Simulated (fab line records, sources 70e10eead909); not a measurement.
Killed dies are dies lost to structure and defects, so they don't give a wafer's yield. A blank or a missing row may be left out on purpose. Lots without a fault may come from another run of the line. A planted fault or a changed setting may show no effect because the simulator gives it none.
Which tool did it? | flow nand_harc | 13 lots, 38 wafers sampled, at 2 steps of a route of 1159

WHAT THE GAUGES READ, wafer by wafer
NHARC_A_CONTACT_CD_MEAS_69: target cd 200 nm. Usual: cd_nm 200.3 nm, standard deviation 0.69.
lot  | measured     | on        | cd_nm (nm)        | flag
L464 | day 16 19:41 | cd_sem-03 | 199.1 200.8 200.4 |
L465 | day 17 00:46 | cd_sem-02 | 200.2 200.9 199.5 |
L466 | day 17 06:23 | cd_sem-03 | 201.4 200.3 200.7 |
L467 | day 17 18:21 | cd_sem-02 | 199.7 199.7 199.4 |
L472 | day 18 18:07 | cd_sem-02 | 200.1 200.7 200.0 |
L475 | day 19 08:41 | cd_sem-02 | 199.2 200.8       |
L473 | day 19 10:41 | cd_sem-01 | 200.4 201.2 201.7 |
L479 | day 20 13:29 | cd_sem-01 | 201.0 200.1 199.9 |
L484 | day 20 20:08 | cd_sem-03 | 200.5 200.4 200.8 |
L481 | day 20 23:38 | cd_sem-02 | 200.8 201.4 201.6 |
L487 | day 22 12:15 | cd_sem-02 | 199.6 199.8 201.6 |
L485 | day 22 16:09 | cd_sem-03 | 202.0 200.7 201.4 |
L486 | day 22 18:15 | cd_sem-01 | 199.2 199.0 200.0 |

WHICH TOOL RAN EACH LOT (tool, then ch and the chambers of the sampled wafers, then the start)
lot  | NHARC_A_CONTACT_ETCH_119
L464 | har_cap_etch-02 ch 0,1, day 16 13:52
L465 | har_cap_etch-03 ch 0,1, day 16 19:46
L466 | har_cap_etch-02 ch 0, day 17 00:15
L467 | har_cap_etch-02 ch 0,1, day 17 13:11
L472 | har_cap_etch-03 ch 0,1, day 18 12:06
L475 | har_cap_etch-02 ch 0,1, day 19 02:14
L473 | har_cap_etch-01 ch 1, day 19 06:01
L479 | har_cap_etch-01 ch 0,1, day 20 09:02
L484 | har_cap_etch-03 ch 0, day 20 15:33
L481 | har_cap_etch-01 ch 0, day 20 19:10
L487 | har_cap_etch-02 ch 0,1, day 22 06:22
L485 | har_cap_etch-03 ch 0,1, day 22 11:29
L486 | har_cap_etch-01 ch 0,1, day 22 12:47
- NHARC_A_CONTACT_ETCH_119: etches the open film in C4F8/O2/Ar, time 94 s, target depth 922 nm.

WHAT THE TOOLS THEMSELVES READ (means of the sampled wafers that have a number; where no wafer has one, the mark that the record gives instead)
NHARC_A_CONTACT_ETCH_119. Usual: oes_air_line_au 1.006 a.u., standard deviation 0.02.
lot  | tool            | oes_air_line_au (a.u.) | flag
L464 | har_cap_etch-02 | 1.003                  |
L465 | har_cap_etch-03 | 1.002                  |
L466 | har_cap_etch-02 | 1.003                  |
L467 | har_cap_etch-02 | 1.022                  |
L472 | har_cap_etch-03 | 1.005                  |
L475 | har_cap_etch-02 | 0.988                  |
L473 | har_cap_etch-01 | 1.007                  |
L479 | har_cap_etch-01 | 1.001                  |
L484 | har_cap_etch-03 | 1.013                  |
L481 | har_cap_etch-01 | 1.007                  |
L487 | har_cap_etch-02 | 1.017                  |
L485 | har_cap_etch-03 | 0.998                  |
L486 | har_cap_etch-01 | 1.018                  |

THE ANSWER, worked out from the rows above alone
Rule: a lot is off if the mean of its wafers that have a number lies more than 3 standard deviations from the usual mean. A lot without any number at a reading at which 4 lots or more have one is off too. The other lots that the step has rows for count as sound. The gauges are gone through in route order, then the tools' own readings, and for those a lot's mean is taken as printed above. The first step at which some lot is off is used, and at that step the reading that is off furthest; a lot without a number counts as furthest.
No lot is off at any reading shown: from this, nothing can be told.

WHAT THE SIMULATOR HAD PUT IN
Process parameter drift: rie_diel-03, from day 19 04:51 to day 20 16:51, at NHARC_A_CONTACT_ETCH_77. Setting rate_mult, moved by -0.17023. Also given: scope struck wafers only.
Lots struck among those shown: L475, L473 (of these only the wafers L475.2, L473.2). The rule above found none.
